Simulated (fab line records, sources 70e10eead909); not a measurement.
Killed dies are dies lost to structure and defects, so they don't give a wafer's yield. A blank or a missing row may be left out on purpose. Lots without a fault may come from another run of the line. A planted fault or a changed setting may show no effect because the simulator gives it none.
Chamber matching | flow nand_harc | NHARC_A_STAIRCASE_CMP_450 on cmp-02: 4 sister chambers
The step polishes SiO2, target thk 200 nm. 8 wafers are shown with their chamber, then 7 later ones without.

WAFERS WITH THEIR CHAMBER
wafer  | chamber | motor_current_A (A) | slurry_filter_dp_kPa (kPa)
L957.5 | 0       | 15.1                | 13.69
L960.1 | 3       | 10.8                | 13.68
L960.6 | 1       | 11.8                | 13.48
L971.2 | 3       | 11.0                | 13.72
L971.5 | 1       | 11.4                | 13.82
L971.6 | 2       | 10.8                | 13.45
L973.3 | 0       | 14.3                | 13.63
L973.4 | 2       | 10.6                | 13.52

WAFERS WITHOUT THEIR CHAMBER
wafer  | motor_current_A (A) | slurry_filter_dp_kPa (kPa)
L973.5 | 10.5                | 13.43
L977.1 | 10.9                | 13.63
L977.4 | 13.7                | 13.34
L977.5 | 14.3                | 13.41
L976.3 | 11.9                | 13.70
L976.4 | 14.4                | 13.35
L976.6 | 11.4                | 13.55

WHICH CHAMBER EACH WENT THROUGH
wafer  | from the rows above          | in truth
L973.5 | can't be placed: 2 or 3      | 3
L977.1 | can't be placed: 3 or 2 or 1 | 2
L977.4 | 0                            | 0
L977.5 | 0                            | 0
L976.3 | 1                            | 1
L976.4 | 0                            | 0
L976.6 | can't be placed: 1 or 3 or 2 | 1
Placed correctly: 4 of 7. Can't be placed from these rows: 3 (the true chamber is among the candidates in 3). Placed wrongly: 0.
How it was worked out, from the rows above alone: a wafer's distance from a chamber is the root of the sum, over the readings, of the square of ((its reading less the chamber's mean) divided by the reading's scatter). The wafer belongs to the nearest chamber; if the next one is less than 2 further off, it can't be placed. A chamber's mean is the mean of its shown wafers. The scatter: the root of (the sum of the squares of (reading less its chamber's mean) over the shown wafers, divided by (wafers less chambers)).
